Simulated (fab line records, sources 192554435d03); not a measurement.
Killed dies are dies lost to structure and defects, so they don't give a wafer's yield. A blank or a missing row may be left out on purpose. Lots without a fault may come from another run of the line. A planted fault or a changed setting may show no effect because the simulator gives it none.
Split-lot experiment | flow n5_finfet | 7 lots, 21 wafers read, on a route of 1938 steps

THE SPLIT
At N5_BEOL_M9_HM_DEP_02 (deposits TiN, target thk 20 nm), the setting target_thk_a was moved away from the recipe's 200 angstrom on 2 of the 21 wafers read, by -12.3% to -7.8%. The other wafers ran this setting at the recipe's value.

The reading is taken at the split's own step.

THE READING
TiN_of_BEOL_M9_HM_DEP_02.thk_nm (the simulator's own value, which no gauge read), in nm, at N5_BEOL_M9_HM_DEP_02 (deposits TiN, target thk 20 nm). The file gives no usual value for it. The 19 wafers here that ran the recipe average 20.1 nm, standard deviation 0.17 nm.

wafer  | tool, chamber at the split | target_thk_a as run, angstrom | against the recipe | TiN_of_BEOL_M9_HM_DEP_02.thk_nm, nm | against lot-mates on the recipe
L074.1 | pvd_sputter-01, -          | 200                           | recipe             | 20                                  | -
L074.2 | pvd_sputter-01, -          | 200                           | recipe             | 20                                  | -
L074.5 | pvd_sputter-01, -          | 200                           | recipe             | 20                                  | -
L075.1 | pvd_sputter-02, -          | 200                           | recipe             | 20.4                                | -
L075.6 | pvd_sputter-02, -          | 200                           | recipe             | 20.4                                | -
L075.4 | pvd_sputter-02, -          | 200                           | recipe             | 19.8                                | -
L079.1 | pvd_sputter-03, -          | 200                           | recipe             | 20                                  | -
L079.4 | pvd_sputter-03, -          | 200                           | recipe             | 20                                  | -
L079.5 | pvd_sputter-03, -          | 200                           | recipe             | 20.2                                | -
L081.1 | pvd_sputter-01, -          | 184.5                         | -7.8%              | 18.6                                | -1.4
L081.3 | pvd_sputter-01, -          | 200                           | recipe             | 19.8                                | -
L081.5 | pvd_sputter-01, -          | 200                           | recipe             | 20.2                                | -
L085.1 | pvd_sputter-01, -          | 200                           | recipe             | 20                                  | -
L085.4 | pvd_sputter-01, -          | 200                           | recipe             | 20.2                                | -
L085.6 | pvd_sputter-01, -          | 200                           | recipe             | 20.2                                | -
L086.1 | pvd_sputter-01, -          | 200                           | recipe             | 20.2                                | -
L086.6 | pvd_sputter-01, -          | 200                           | recipe             | 20.2                                | -
L086.4 | pvd_sputter-01, -          | 175.4                         | -12.3%             | 17.6                                | -2.6
L092.1 | pvd_sputter-01, -          | 200                           | recipe             | 20                                  | -
L092.5 | pvd_sputter-01, -          | 200                           | recipe             | 20                                  | -
L092.3 | pvd_sputter-01, -          | 200                           | recipe             | 19.8                                | -

THE FIT
A straight line over all 21 wafers: TiN_of_BEOL_M9_HM_DEP_02.thk_nm changes by +0.198 nm for each +1% of target_thk_a; r = +0.96; the points scatter about the line by 0.18 nm.
The same after taking each lot's own level away (the mean of its wafers on the recipe; 21 wafers): +0.203 nm for each +1%; r = +0.97; scatter 0.15 nm.
On that fit, the largest move of target_thk_a shifts the reading by 2.5 nm.
The lots' own levels span 19.93 to 20.20 nm, that is 1.5 times the standard deviation above.
So the lot-to-lot level changes the slope little: the two slopes agree.
Check: with one of the wafers moved furthest among these (-12.3%) left out of the fit, the line predicts -2.22 nm for it against its lot-mates. It came out at -2.6 nm against them.

OTHER SPLITS ON THESE WAFERS
These wafers also went through other splits before the reading. Each is held against what the fit with the lots' levels taken away leaves over:
other split on the same wafers | wafers away from the commonest value | r with TiN_of_BEOL_M9_HM_DEP_02.thk_nm (lot level and that fit taken away)
N5_BEOL_M7_ETCH_61 source_w    | 6                                    | -0.16
N5_BEOL_M7_COAT_63 spin_rpm    | 9                                    | +0.13
N5_BEOL_M8_PECVD_70 temp_c     | 4                                    | -0.15

THE FILE'S OWN FIT
TiN_of_BEOL_M9_HM_DEP_02.thk_nm changes by +0.203 nm for each +1% of target_thk_a, r = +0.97.
